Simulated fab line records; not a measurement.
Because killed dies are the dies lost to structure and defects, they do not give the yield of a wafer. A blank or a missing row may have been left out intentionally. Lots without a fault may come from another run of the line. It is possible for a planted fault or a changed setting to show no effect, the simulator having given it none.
Which tool is to blame? | flow n5-finfet | 72 wafers from 24 lots sampled at 6 of the route's 1938 steps

WHAT THE GAUGES SHOWED, per wafer
N5_BEOL_M7_OVL_MEAS_12. Usual: M7_OVL -0.4 nm, standard deviation 0.87.
lot  | measured     | on         | M7_OVL (nm)    | flag
L074 | day 9 08:24  | overlay-02 | -0.3 -0.9 -1.8 |
L075 | day 9 19:02  | overlay-02 | -1.1 -1.6 -1.6 |
L076 | day 9 19:32  | overlay-01 | 0.1 -0.2 0.8   |
L077 | day 10 13:45 | overlay-01 | -0.1 -0.2 -1.3 |
L079 | day 11 00:47 | overlay-02 | 0.5 0.5 -0.6   |
L078 | day 11 00:56 | overlay-02 | -0.1 -0.5 -0.5 |
L080 | day 11 04:19 | overlay-01 | 0.6 0.0 0.6    |
L082 | day 11 09:38 | overlay-02 | -1.3 -0.5 -1.6 |
L081 | day 11 09:58 | overlay-02 | -1.1 -0.4 -0.7 |
L083 | day 11 16:49 | overlay-01 | -1.5 -0.2 -1.4 |
L084 | day 12 00:05 | overlay-02 | 0.6 -1.5 -1.0  |
L085 | day 12 09:23 | overlay-02 | 1.7 0.8 2.3    |
L087 | day 12 16:26 | overlay-01 | 1.0 0.3 -0.2   |
L086 | day 12 17:59 | overlay-02 | -0.7 -0.8 -1.6 |
L090 | day 13 05:17 | overlay-02 | -1.4 -2.0 -0.7 |
L089 | day 13 09:38 | overlay-02 | -1.9 -1.6 0.0  |
L088 | day 13 14:15 | overlay-01 | -0.9 -0.7 -0.5 |
L093 | day 13 20:31 | overlay-02 | 0.1 -0.5 1.0   |
L092 | day 13 22:47 | overlay-02 | -0.2 -1.6 -0.2 |
L091 | day 14 15:31 | overlay-01 | 0.5 0.6 0.0    |
L094 | day 14 19:26 | overlay-01 | -0.2 -0.7 0.4  |
L096 | day 14 19:32 | overlay-02 | -0.7 -0.6 0.0  |
L095 | day 15 01:23 | overlay-01 | -0.6 -1.1 -0.4 |
L097 | day 15 07:13 | overlay-02 | -0.8 0.0 -0.1  |

N5_BEOL_M7_THK_MEAS_53: measures by xrf. Usual: M7_THK 78.9 nm, standard deviation 2.7.
lot  | measured     | on            | M7_THK (nm)    | flag
L074 | day 9 15:04  | film-metro-01 | 79.7 78.8 76.2 |
L075 | day 10 00:11 | film-metro-02 | 74.7 79.9 73.8 |
L076 | day 10 00:49 | film-metro-02 | 78.9 78.5 82.0 |
L077 | day 10 20:25 | film-metro-01 | 83.7 81.7 77.8 |
L079 | day 11 06:30 | film-metro-01 | 76.2 75.9 73.6 |
L078 | day 11 06:55 | film-metro-02 | 74.9 78.1 80.7 |
L080 | day 11 10:32 | film-metro-02 | 78.2 80.7 77.7 |
L082 | day 11 17:50 | film-metro-01 | 78.5 82.6 81.8 |
L081 | day 11 17:53 | film-metro-02 | 78.7 79.6 75.5 |
L083 | day 11 22:32 | film-metro-02 | 75.9 76.3 78.2 |
L084 | day 12 04:05 | film-metro-02 | 84.3 81.4 78.1 |
L085 | day 12 14:11 | film-metro-02 | 79.5 86.4 81.1 |
L087 | day 12 22:10 | film-metro-02 | 81.4 76.7 83.6 |
L086 | day 13 00:55 | film-metro-01 | 82.1 79.8 81.5 |
L090 | day 13 09:40 | film-metro-01 | 76.0 81.1 81.9 |
L089 | day 13 14:01 | film-metro-02 | 81.0 78.7 77.3 |
L088 | day 13 18:52 | film-metro-02 | 76.1 81.2 78.3 |
L093 | day 14 02:04 | film-metro-02 | 80.8 76.6 74.0 |
L092 | day 14 03:38 | film-metro-01 | 81.1 79.7 75.3 |
L091 | day 14 21:46 | film-metro-01 | 81.0 78.1 83.3 |
L094 | day 15 02:16 | film-metro-01 | 79.7 79.7 73.7 |
L096 | day 15 02:32 | film-metro-02 | 78.3 76.8 77.9 |
L095 | day 15 07:26 | film-metro-02 | 80.5 79.9 77.3 |
L097 | day 15 14:37 | film-metro-02 | 78.1 80.9 82.9 |

EACH LOT AND THE TOOL THAT RAN IT (in order: tool; ch and the chambers of the sampled wafers; start)
lot  | N5_BEOL_M7_PECVD_70             | N5_BEOL_M7_STRIP_80                           | N5_BEOL_M7_CURE_75            | N5_BEOL_M7_PRE_CLEAN_45
L074 | pecvd-03 ch 0,2, day 9 07:53    | rie-diel-03 ch 0,1,2, day 9 12:59 or earlier  | uv-cure-02 ch 2, day 9 12:59  | pvd-sputter-01, day 9 13:40
L075 | pecvd-03 ch 0,1,2, day 9 17:51  | rie-diel-06 ch 0,2,3, day 9 20:59 or earlier  | uv-cure-03 ch 1, day 9 20:59  | pvd-sputter-02, day 9 22:28
L076 | pecvd-03 ch 0,2, day 9 18:07    | rie-diel-06 ch 0,1,3, day 9 22:50 or earlier  | uv-cure-01 ch 2, day 9 22:50  | pvd-sputter-02, day 9 23:17
L077 | pecvd-04 ch 0,1, day 10 11:23   | rie-diel-03 ch 1,2,3, day 10 17:11 or earlier | uv-cure-03 ch 2, day 10 17:11 | pvd-sputter-03, day 10 17:52
L079 | pecvd-04 ch 0,2, day 10 22:11   | rie-diel-06 ch 0,3, day 11 04:05 or earlier   | uv-cure-03 ch 2, day 11 04:05 | pvd-sputter-03, day 11 04:40
L078 | pecvd-03 ch 0,2, day 10 22:14   | rie-diel-06 ch 0,1,3, day 11 04:38 or earlier | uv-cure-03 ch 1, day 11 04:38 | pvd-sputter-02, day 11 05:19
L080 | pecvd-02 ch 0,1, day 11 03:16   | rie-diel-04 ch 0,1,3, day 11 07:12 or earlier | uv-cure-02 ch 1, day 11 07:12 | pvd-sputter-03, day 11 08:58
L082 | pecvd-03 ch 0,2, day 11 07:07   | rie-diel-06 ch 1,3, day 11 14:26 or earlier   | uv-cure-03 ch 0, day 11 14:26 | pvd-sputter-03, day 11 16:10
L081 | pecvd-02 ch 0,1,2, day 11 07:54 | rie-diel-06 ch 2,3, day 11 14:59 or earlier   | uv-cure-03 ch 1, day 11 14:59 | pvd-sputter-01, day 11 16:15
L083 | pecvd-03 ch 1,2, day 11 15:37   | rie-diel-04 ch 0,1,3, day 11 20:05 or earlier | uv-cure-02 ch 2, day 11 20:05 | pvd-sputter-02, day 11 20:36
L084 | pecvd-04 ch 0,1, day 11 23:04   | rie-diel-03 ch 2,3, day 12 01:46 or earlier   | uv-cure-02 ch 0, day 12 01:46 | pvd-sputter-01, day 12 02:09
L085 | pecvd-02 ch 0,1,2, day 12 08:43 | rie-diel-03 ch 0,2,3, day 12 11:46 or earlier | uv-cure-01 ch 1, day 12 11:46 | pvd-sputter-03, day 12 12:20
L087 | pecvd-03 ch 0,1,2, day 12 13:59 | rie-diel-04 ch 0,2, day 12 18:04 or earlier   | uv-cure-01 ch 1, day 12 18:04 | pvd-sputter-02, day 12 18:47
L086 | pecvd-02 ch 0,1, day 12 15:26   | rie-diel-06 ch 1,3, day 12 21:38 or earlier   | uv-cure-02 ch 2, day 12 21:38 | pvd-sputter-02, day 12 22:03
L090 | pecvd-03 ch 0,1, day 13 04:32   | rie-diel-06 ch 0,1, day 13 07:05 or earlier   | uv-cure-01 ch 1, day 13 07:05 | pvd-sputter-01, day 13 07:45
L089 | pecvd-02 ch 0,1,2, day 13 07:53 | rie-diel-04 ch 0,1,2, day 13 11:27 or earlier | uv-cure-01 ch 1, day 13 11:27 | pvd-sputter-02, day 13 12:17
L088 | pecvd-03 ch 0,2, day 13 13:32   | rie-diel-03 ch 0,1,3, day 13 16:25 or earlier | uv-cure-02 ch 2, day 13 16:25 | pvd-sputter-03, day 13 16:50
L093 | pecvd-03 ch 0,1,2, day 13 19:40 | rie-diel-06 ch 0,1,3, day 13 23:22 or earlier | uv-cure-02 ch 2, day 13 23:22 | pvd-sputter-02, day 14 00:05
L092 | pecvd-03 ch 0,1,2, day 13 19:58 | rie-diel-06 ch 0,1,3, day 14 00:35 or earlier | uv-cure-01 ch 1, day 14 00:35 | pvd-sputter-02, day 14 02:01
L091 | pecvd-03 ch 0,2, day 14 13:40   | rie-diel-03 ch 0,1,3, day 14 19:19 or earlier | uv-cure-03 ch 0, day 14 19:19 | pvd-sputter-03, day 14 19:51
L094 | pecvd-03 ch 0,2, day 14 16:52   | rie-diel-06 ch 0,2,3, day 14 21:46 or earlier | uv-cure-03 ch 2, day 14 21:46 | pvd-sputter-02, day 15 00:46
L096 | pecvd-03 ch 0,2, day 14 18:43   | rie-diel-03 ch 0,1, day 14 21:58 or earlier   | uv-cure-02 ch 2, day 14 21:58 | pvd-sputter-02, day 15 00:56
L095 | pecvd-04 ch 0,1,2, day 14 22:16 | rie-diel-04 ch 2,3, day 15 05:14 or earlier   | uv-cure-03 ch 2, day 15 05:14 | pvd-sputter-01, day 15 05:47
L097 | pecvd-02 ch 0,1,2, day 15 06:36 | rie-diel-03 ch 1,3, day 15 10:49 or earlier   | uv-cure-03 ch 1, day 15 10:49 | pvd-sputter-01, day 15 12:58
- N5_BEOL_M7_PECVD_70: deposits SiO2 from TEOS/O2, target thk 20 nm, time 22.7 s.
- N5_BEOL_M7_STRIP_80: strips in N2/H2, time 10 s.
- N5_BEOL_M7_CURE_75: cures SiCOH lowk, time 120 s.
- N5_BEOL_M7_PRE_CLEAN_45: time 30 s.

WHAT THE TOOLS THEMSELVES READ (means of the sampled wafers that have a number; where no wafer has one, the mark that the record gives instead)
N5_BEOL_M7_PECVD_70. Usual: heater-power-outer-w 420 W, standard deviation 56; heater-power-w 707 W, standard deviation 95; rf-fwd-power-W 444.2 W, standard deviation 2; showerhead-plenum-p-Torr 8.75 Torr, standard deviation 0.065; throttle-valve-pct 22.9 %, standard deviation 2.7.
lot  | tool     | heater-power-outer-w (W) | heater-power-w (W) | rf-fwd-power-W (W) | showerhead-plenum-p-Torr (Torr) | throttle-valve-pct (%) | flag
L074 | pecvd-03 | 420                      | 726                | 443.6              | 8.73                            | 22.6                   |
L075 | pecvd-03 | 413                      | 699                | 442.7              | 8.71                            | 23.7                   |
L076 | pecvd-03 | 462                      | 763                | 444.5              | 8.74                            | 22.7                   |
L077 | pecvd-04 | 410                      | 635                | 445.9              | 8.78                            | 22.6                   |
L079 | pecvd-04 | 445                      | 781                | 444.7              | 8.68                            | 22.0                   |
L078 | pecvd-03 | 501                      | 825                | 443.3              | 8.74                            | 22.7                   |
L080 | pecvd-02 | 351                      | 588                | 445.4              | 8.86                            | 21.1                   |
L082 | pecvd-03 | 434                      | 751                | 444.5              | 8.74                            | 22.7                   |
L081 | pecvd-02 | 423                      | 725                | 445.7              | 8.83                            | 21.1                   |
L083 | pecvd-03 | 415                      | 686                | 444.1              | 8.68                            | 22.3                   |
L084 | pecvd-04 | 413                      | 669                | 445.5              | 8.77                            | 22.1                   |
L085 | pecvd-02 | 383                      | 663                | 445.4              | 8.85                            | 21.4                   |
L087 | pecvd-03 | 414                      | 691                | 442.8              | 8.71                            | 23.6                   |
L086 | pecvd-02 | 397                      | 682                | 444.4              | 8.82                            | 21.5                   |
L090 | pecvd-03 | 419                      | 714                | 443.0              | 8.71                            | 26.0                   |
L089 | pecvd-02 | 409                      | 700                | 445.6              | 8.84                            | 21.3                   |
L088 | pecvd-03 | 484                      | 803                | 443.4              | 8.73                            | 22.7                   |
L093 | pecvd-03 | 391                      | 676                | 443.9              | 8.72                            | 23.7                   |
L092 | pecvd-03 | 421                      | 705                | 443.3              | 8.73                            | 23.8                   |
L091 | pecvd-03 | 431                      | 725                | 443.0              | 8.74                            | 25.1                   |
L094 | pecvd-03 | 449                      | 759                | 444.5              | 8.73                            | 25.1                   |
L096 | pecvd-03 | 459                      | 788                | 440.3              | 8.74                            | 25.2                   |
L095 | pecvd-04 | 461                      | 736                | 445.1              | 8.73                            | 22.3                   |
L097 | pecvd-02 | 407                      | 700                | 444.8              | 8.84                            | 21.2                   |

N5_BEOL_M7_STRIP_80. Usual: drypump-motor-current-A 5.7 A, standard deviation 0.44; n2-flow-sccm 200.0 sccm, standard deviation 0.59; oes-product-au 0.79 a.u., standard deviation 0.08; rf-vpp-V 59.2 V, standard deviation 0.89; showerhead-plenum-p-Torr 2.54 Torr, standard deviation 0.078; throttle-valve-pct 23.8 %, standard deviation 0.4.
lot  | tool        | drypump-motor-current-A (A) | n2-flow-sccm (sccm) | oes-product-au (a.u.) | rf-vpp-V (V) | showerhead-plenum-p-Torr (Torr) | throttle-valve-pct (%) | flag
L074 | rie-diel-03 | 5.3                         | 200.0               | 0.84                  | 59.7         | 2.57                            | 23.6                   |
L075 | rie-diel-06 | 5.8                         | 199.8               | 0.79                  | 58.5         | 2.51                            | 23.5                   |
L076 | rie-diel-06 | 5.7                         | 199.9               | 0.81                  | 59.7         | 2.52                            | 23.6                   |
L077 | rie-diel-03 | 5.7                         | 200.0               | 0.88                  | 57.8         | 2.60                            | 23.8                   |
L079 | rie-diel-06 | 5.5                         | 199.6               | 0.82                  | 59.1         | 2.49                            | 23.4                   |
L078 | rie-diel-06 | 5.7                         | 199.9               | 0.80                  | 58.4         | 2.51                            | 23.6                   |
L080 | rie-diel-04 | 5.5                         | 199.7               | 0.74                  | 58.0         | 2.50                            | 23.8                   |
L082 | rie-diel-06 | 6.0                         | 199.9               | 0.82                  | 59.2         | 2.56                            | 23.8                   |
L081 | rie-diel-06 | 6.1                         | 200.4               | 0.73                  | 59.3         | 2.52                            | 23.6                   |
L083 | rie-diel-04 | 5.4                         | 200.6               | 0.74                  | 59.6         | 2.50                            | 23.8                   |
L084 | rie-diel-03 | 5.6                         | 200.0               | 0.88                  | 58.8         | 2.54                            | 23.7                   |
L085 | rie-diel-03 | 5.6                         | 200.0               | 0.81                  | 59.1         | 2.55                            | 23.9                   |
L087 | rie-diel-04 | 5.8                         | 200.1               | 0.89                  | 59.7         | 2.66                            | 24.3                   |
L086 | rie-diel-06 | 6.0                         | 199.8               | 0.80                  | 59.5         | 2.56                            | 23.8                   |
L090 | rie-diel-06 | 5.5                         | 200.4               | 0.75                  | 58.5         | 2.48                            | 23.6                   |
L089 | rie-diel-04 | 5.6                         | 200.0               | 0.77                  | 59.4         | 2.58                            | 24.0                   |
L088 | rie-diel-03 | 5.6                         | 199.7               | 0.80                  | 59.1         | 2.60                            | 24.0                   |
L093 | rie-diel-06 | 5.7                         | 200.3               | 0.78                  | 59.4         | 2.50                            | 23.6                   |
L092 | rie-diel-06 | 5.7                         | 199.7               | 0.77                  | 59.5         | 2.50                            | 23.6                   |
L091 | rie-diel-03 | 5.6                         | 200.0               | 0.78                  | 59.0         | 2.60                            | 24.0                   |
L094 | rie-diel-06 | 5.8                         | 200.6               | 0.83                  | 58.8         | 2.49                            | 23.5                   |
L096 | rie-diel-03 | 5.2                         | 200.0               | 0.74                  | 59.9         | 2.57                            | 23.8                   |
L095 | rie-diel-04 | 5.5                         | 200.5               | 0.88                  | 60.6         | 2.63                            | 24.2                   |
L097 | rie-diel-03 | 6.1                         | 200.2               | 0.81                  | 58.7         | 2.61                            | 24.3                   |

N5_BEOL_M7_CURE_75. Usual: lamp-power-pct 52.31 %, standard deviation 0.051; wafer_temp_C_max 371.5, standard deviation 0.54.
lot  | tool       | lamp-power-pct (%) | wafer_temp_C_max | flag
L074 | uv-cure-02 | 52.33              | 371.2            |
L075 | uv-cure-03 | 52.29              | 371.3            |
L076 | uv-cure-01 | 52.36              | 372.1            |
L077 | uv-cure-03 | 52.29              | 371.8            |
L079 | uv-cure-03 | 52.27              | 371.5            |
L078 | uv-cure-03 | 52.29              | 371.4            |
L080 | uv-cure-02 | 52.33              | 371.9            |
L082 | uv-cure-03 | 52.32              | 371.0            |
L081 | uv-cure-03 | 52.27              | 371.2            |
L083 | uv-cure-02 | 52.28              | 371.5            |
L084 | uv-cure-02 | 52.34              | 372.9            |
L085 | uv-cure-01 | 52.28              | 372.0            |
L087 | uv-cure-01 | 52.30              | 371.6            |
L086 | uv-cure-02 | 52.31              | 371.2            |
L090 | uv-cure-01 | 52.36              | 371.7            |
L089 | uv-cure-01 | 52.32              | 371.5            |
L088 | uv-cure-02 | 52.32              | 370.8            |
L093 | uv-cure-02 | 52.36              | 371.1            |
L092 | uv-cure-01 | 52.35              | 371.9            |
L091 | uv-cure-03 | 52.34              | 371.3            |
L094 | uv-cure-03 | 52.25              | 371.4            |
L096 | uv-cure-02 | 52.29              | 371.3            |
L095 | uv-cure-03 | 52.30              | 371.6            |
L097 | uv-cure-03 | 52.31              | 371.5            |

N5_BEOL_M7_PRE_CLEAN_45. Usual: 336 W for heater-power-w, sd 23.
lot  | tool           | heater-power-w (W) | flag
L074 | pvd-sputter-01 | 338                |
L075 | pvd-sputter-02 | 341                |
L076 | pvd-sputter-02 | 329                |
L077 | pvd-sputter-03 | 307                |
L079 | pvd-sputter-03 | 328                |
L078 | pvd-sputter-02 | 329                |
L080 | pvd-sputter-03 | 343                |
L082 | pvd-sputter-03 | 340                |
L081 | pvd-sputter-01 | 335                |
L083 | pvd-sputter-02 | 343                |
L084 | pvd-sputter-01 | 338                |
L085 | pvd-sputter-03 | 333                |
L087 | pvd-sputter-02 | 337                |
L086 | pvd-sputter-02 | 337                |
L090 | pvd-sputter-01 | 362                |
L089 | pvd-sputter-02 | 335                |
L088 | pvd-sputter-03 | 351                |
L093 | pvd-sputter-02 | 324                |
L092 | pvd-sputter-02 | 336                |
L091 | pvd-sputter-03 | 331                |
L094 | pvd-sputter-02 | 322                |
L096 | pvd-sputter-02 | 341                |
L095 | pvd-sputter-01 | 340                |
L097 | pvd-sputter-01 | 339                |

THE ANSWER, worked out from the rows above alone
Rule: a lot is off if the mean of its wafers that have a number lies more than 3 standard deviations from the usual mean. Also off: a lot with no number at a reading for which 4 or more lots have one. The other lots that the step has rows for count as sound. Order of review: gauges by route order, followed by the tools' own readings, for which a lot's mean as printed above is used. At the first step where some lot is off, the reading lying furthest off is the one used; lots without a number count as furthest.
None of the lots is off at any reading shown; this tells nothing.

WHAT WAS PUT IN BY THE SIMULATOR
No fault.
